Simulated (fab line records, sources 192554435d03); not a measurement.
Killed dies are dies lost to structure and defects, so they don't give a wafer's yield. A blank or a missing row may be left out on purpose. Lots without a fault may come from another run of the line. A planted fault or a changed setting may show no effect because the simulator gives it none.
One fault seen from 3 desks | flow n5_finfet | each desk has only its own numbers; what lay behind them comes last

THE DEFECT DESK
What the inspections along the route counted, lot by lot: means of the sampled wafers that have a number. A lot is out of limits, marked OUT, if its mean lies more than 4 standard deviations from the usual mean; the brackets give that distance.
Columns: A = raw_defect_count at N5_BEOL_M10_INSPECT_58, usual 72
lot  | first seen here | A
L528 | day 12 16:33    | 56
L534 | day 14 09:46    | 792 (+31) OUT
L544 | day 17 10:56    | 47
L540 | day 17 10:59    | 82
L541 | day 17 20:52    | 95
L543 | day 17 21:28    | 71
L545 | day 17 22:59    | 57
L547 | day 18 05:40    | 64
This desk's finding: out of limits on L534; first on L534, day 14 09:46 (raw_defect_count at N5_BEOL_M10_INSPECT_58). In limits: L528, L544, L540, L541, L543, L545, L547.

THE TOOL OWNER'S DESK: cmp-04
The tool's own readings at N5_BEOL_M10_CMP_52 (polishes, stops on SiCOH lowk, t overpolish 7 s, target thk 140 nm): means of the sampled wafers that have a number, for each lot that ran on this tool. A lot is out of limits, marked OUT, if its mean lies more than 4 standard deviations from the usual mean; the brackets give that distance.
Columns: A = barrier_field_endpoint_s at N5_BEOL_M10_CMP_52, usual 28.6 s; B = motor_current_A at N5_BEOL_M10_CMP_52, usual 6.2 A; C = overpolish_run_s at N5_BEOL_M10_CMP_52, usual 6.999 s; D = pad_life_wafers at N5_BEOL_M10_CMP_52, usual 954; E = platen_rpm at N5_BEOL_M10_CMP_52, usual 50.00 rpm; F = slurry_flow_ml_min at N5_BEOL_M10_CMP_52, usual 150.0; G = time_to_endpoint_s at N5_BEOL_M10_CMP_52, usual 64.3 s
lot  | first seen here | A              | B   | C                       | D   | E     | F     | G
L534 | day 14 09:19    | 34.4 (+10) OUT | 6.2 | 4.680 (-99 or more) OUT | 193 | 49.96 | 150.1 | 71.3
L540 | day 17 10:34    | 28.7           | 6.5 | 6.999                   | 830 | 50.01 | 149.9 | 66.9
L541 | day 17 20:25    | 28.9           | 6.4 | 6.995                   | 912 | 50.01 | 149.8 | 66.1
L543 | day 17 21:00    | 28.0           | 6.4 | 7.003                   | 920 | 50.02 | 150.4 | 61.3
L547 | day 18 05:13    | 28.8           | 6.5 | 6.997                   | 980 | 49.98 | 150.1 | 64.1
This desk's finding: out of limits on L534; first on L534, day 14 09:19 (barrier_field_endpoint_s at N5_BEOL_M10_CMP_52). In limits: L540, L541, L543, L547.

THE METROLOGY DESK
What the gauges read, lot by lot, whatever tool the lot ran on: means of the sampled wafers that have a number. A lot is out of limits, marked OUT, if its mean lies more than 4 standard deviations from the usual mean; the brackets give that distance. Of its 12 readings 7 are shown: the one that was out of limits first, and those that lie furthest out on some lot.
Columns: A = IOFF_N at N5_BEOL_M4_RC_MEAS_101, usual 0.160 nA/um; B = IOFF_P at N5_BEOL_M4_RC_MEAS_101, usual 0.210 nA/um; C = ION_N at N5_BEOL_M4_RC_MEAS_101, usual 675 uA/um; D = ION_P at N5_BEOL_M4_RC_MEAS_101, usual 462 uA/um; E = VT_N at N5_BEOL_M4_RC_MEAS_101, usual 249.5 mV; F = VT_P at N5_BEOL_M4_RC_MEAS_101, usual -250.1 mV; G = M10_THK at N5_BEOL_M10_THK_MEAS_53, usual 139.2 nm
lot  | first seen here | A     | B     | C   | D   | E     | F      | G
L528 | day 10 00:52    | 0.152 | 0.190 | 660 | 453 | 252.0 | -252.9 | 136.6
L534 | day 12 02:34    | 0.194 | 0.268 | 686 | 473 | 245.4 | -244.7 | 176.0 (+15) OUT
L540 | day 14 17:20    | 0.156 | 0.218 | 671 | 462 | 249.5 | -249.7 | 141.7
L544 | day 14 22:32    | 0.158 | 0.188 | 678 | 461 | 248.3 | -253.2 | 137.7
L543 | day 15 02:38    | 0.146 | 0.193 | 659 | 451 | 252.2 | -253.3 | 138.3
L541 | day 15 05:05    | 0.151 | 0.192 | 675 | 458 | 251.5 | -250.8 | 140.0
L545 | day 15 08:37    | 0.150 | 0.196 | 678 | 463 | 250.3 | -251.0 | 139.8
L547 | day 15 20:00    | 0.177 | 0.195 | 670 | 454 | 249.3 | -253.1 | 137.8
This desk's finding: out of limits on L534; first on L534, day 14 09:37 (M10_THK at N5_BEOL_M10_THK_MEAS_53). In limits: L528, L540, L544, L543, L541, L545, L547.

PUT TOGETHER
The tool owner's desk could have raised an alarm at day 14 09:19, on L534.
The metrology desk could have raised an alarm at day 14 09:37, on L534.
The defect desk could have raised an alarm at day 14 09:46, on L534.
Of the lots named, all ran N5_BEOL_M10_CMP_52 on cmp-04.

WHAT THE SIMULATOR HAD PUT IN
Process parameter drift: cmp-04, from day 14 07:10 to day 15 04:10, at N5_BEOL_M10_CMP_52. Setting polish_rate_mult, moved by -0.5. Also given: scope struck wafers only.
Lots struck among those shown: L534.
Hours from the fault's start to each desk's first reading out of limits: the tool owner's desk, 2; the metrology desk, 2; the defect desk, 3.
